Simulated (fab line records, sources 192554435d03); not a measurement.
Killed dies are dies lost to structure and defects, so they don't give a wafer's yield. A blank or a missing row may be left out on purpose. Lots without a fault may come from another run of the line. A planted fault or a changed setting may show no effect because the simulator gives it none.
Chamber matching | flow n5_finfet | N5_HKMG_FIN_ETCH_31 on rie_diel-06: 4 sister chambers
The step etches SiARC in CF4, target depth 45.5 nm, time 75.8 s. 18 wafers are shown with their chamber, then 9 later ones without.

WAFERS WITH THEIR CHAMBER
wafer  | chamber | showerhead_plenum_p_Torr (Torr) | throttle_valve_pct (%) | oes_product_au (a.u.)
L075.3 | 1       | 2.14                            | 15.47                  | 0.65
L075.5 | 1       | 2.14                            | 15.47                  | 0.65
L075.6 | 3       | 2.04                            | 15.68                  | 0.61
L081.1 | 0       | 2.27                            | 15.39                  | 0.75
L081.2 | 1       | 2.14                            | 15.49                  | 0.63
L081.5 | 3       | 2.04                            | 15.71                  | 0.60
L082.1 | 1       | 2.13                            | 15.52                  | 0.63
L082.3 | 0       | 2.27                            | 15.41                  | 0.74
L082.4 | 3       | 2.04                            | 15.71                  | 0.60
L084.1 | 0       | 2.27                            | 15.40                  | 0.73
L084.3 | 2       | 2.10                            | 15.35                  | 0.84
L084.4 | 3       | 2.04                            | 15.70                  | 0.59
L086.1 | 0       | 2.27                            | 15.44                  | 0.72
L086.2 | 2       | 2.10                            | 15.35                  | 0.81
L086.6 | 0       | 2.27                            | 15.43                  | 0.72
L085.3 | 2       | 2.10                            | 15.35                  | 0.81
L085.4 | 1       | 2.13                            | 15.52                  | 0.63
L085.6 | 2       | 2.10                            | 15.34                  | 0.82

SIGNATURES (means of the wafers above)
reading                  | chamber 0 | chamber 1 | chamber 2 | chamber 3 | scatter within a chamber
showerhead_plenum_p_Torr | 2.2700    | 2.1360    | 2.1000    | 2.0400    | 0.00293
throttle_valve_pct       | 15.4140   | 15.4940   | 15.3475   | 15.7000   | 0.0187
oes_product_au           | 0.7320    | 0.6380    | 0.8200    | 0.6000    | 0.0118
Rule: a wafer's distance from a chamber is the root of the sum, over the readings, of the square of ((its reading less the chamber's mean) divided by the reading's scatter). The wafer belongs to the nearest chamber; if the next one is less than 2 further off, it can't be placed. The scatter: the root of (the sum of the squares of (reading less its chamber's mean) over the shown wafers, divided by (wafers less chambers)).

WAFERS WITHOUT THEIR CHAMBER
wafer  | showerhead_plenum_p_Torr (Torr) | throttle_valve_pct (%) | oes_product_au (a.u.)
L094.1 | 2.10                            | 15.39                  | 0.77
L094.3 | 2.13                            | 15.52                  | 0.62
L094.4 | 2.26                            | 15.46                  | 0.71
L097.2 | 2.13                            | 15.54                  | 0.62
L097.5 | 2.26                            | 15.48                  | 0.70
L097.6 | 2.03                            | 15.74                  | 0.58
L096.1 | 2.03                            | 15.76                  | 0.58
L096.5 | 2.10                            | 15.38                  | 0.77
L096.6 | 2.03                            | 15.74                  | 0.58

WHICH CHAMBER EACH WENT THROUGH
wafer  | from the rows above | in truth
L094.1 | 2                   | 2
L094.3 | 1                   | 1
L094.4 | 0                   | 0
L097.2 | 1                   | 1
L097.5 | 0                   | 0
L097.6 | 3                   | 3
L096.1 | 3                   | 3
L096.5 | 2                   | 2
L096.6 | 3                   | 3
Placed correctly: 9 of 9. Can't be placed from these rows: 0. Placed wrongly: 0.
